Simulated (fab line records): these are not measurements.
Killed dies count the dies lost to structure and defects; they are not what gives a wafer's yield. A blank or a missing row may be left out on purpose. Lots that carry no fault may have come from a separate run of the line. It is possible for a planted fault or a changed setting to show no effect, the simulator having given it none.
Matching of chambers + flow n5_finfet + 3 sister chambers for N5_BEOL_M7_DEP_56 on pecvd-01
The step deposits SiCN from 3MS/NH3, target thk 10 nm, time 17.5 s. 6 wafers are shown with their chamber, then 10 later ones without.

== WAFERS, EACH WITH ITS CHAMBER ==
| wafer  | chamber | throttle_valve_pct (%) | showerhead_plenum_p_Torr (Torr) |
|--------|---------|------------------------|---------------------------------|
| L085.1 | 1       | 8.7                    | 3.671                           |
| L089.2 | 0       | 8.9                    | 3.660                           |
| L089.5 | 2       | 8.7                    | 3.673                           |
| L089.6 | 0       | 8.9                    | 3.668                           |
| L091.1 | 1       | 8.8                    | 3.680                           |
| L091.3 | 2       | 8.9                    | 3.663                           |

== WAFERS MISSING THEIR CHAMBER ==
| wafer  | throttle_valve_pct (%) | showerhead_plenum_p_Torr (Torr) |
|--------|------------------------|---------------------------------|
| L091.6 | 8.9                    | 3.667                           |
| L094.2 | 9.0                    | 3.659                           |
| L094.3 | 8.8                    | 3.673                           |
| L094.4 | 8.8                    | 3.663                           |
| L093.1 | 8.6                    | 3.688                           |
| L093.4 | 9.0                    | 3.664                           |
| L093.5 | 8.8                    | 3.673                           |
| L096.1 | 8.7                    | 3.675                           |
| L096.3 | 8.9                    | 3.667                           |
| L096.5 | 9.2                    | 3.657                           |

== EACH ONE'S CHAMBER ==
| wafer  | from the rows above          | in truth |
|--------|------------------------------|----------|
| L091.6 | can't be placed: 0 or 2 or 1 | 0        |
| L094.2 | can't be placed: 0 or 2      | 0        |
| L094.3 | can't be placed: 1 or 2 or 0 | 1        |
| L094.4 | can't be placed: 2 or 0 or 1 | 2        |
| L093.1 | can't be placed: 1 or 2      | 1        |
| L093.4 | can't be placed: 0 or 2      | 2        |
| L093.5 | can't be placed: 1 or 2 or 0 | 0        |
| L096.1 | can't be placed: 1 or 2      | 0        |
| L096.3 | can't be placed: 0 or 2 or 1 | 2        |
| L096.5 | can't be placed: 0 or 2      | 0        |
0 of 10 placed correctly. Not placeable from these rows: 10 (in 9, the candidates include the true chamber). Number placed wrongly: 0.
How it was worked out, from the rows above alone: a wafer's distance from a chamber is the root of the sum, over the readings, of the square of ((its reading less the chamber's mean) divided by the reading's scatter). The wafer belongs to the nearest chamber; if the next one is less than 2 further off, it can't be placed. For every chamber, the mean is computed from those of its wafers that are shown. How the scatter is found: for the shown wafers, subtract from each reading the mean of its chamber, square and add these, divide the total by (wafers less chambers), then take the root.
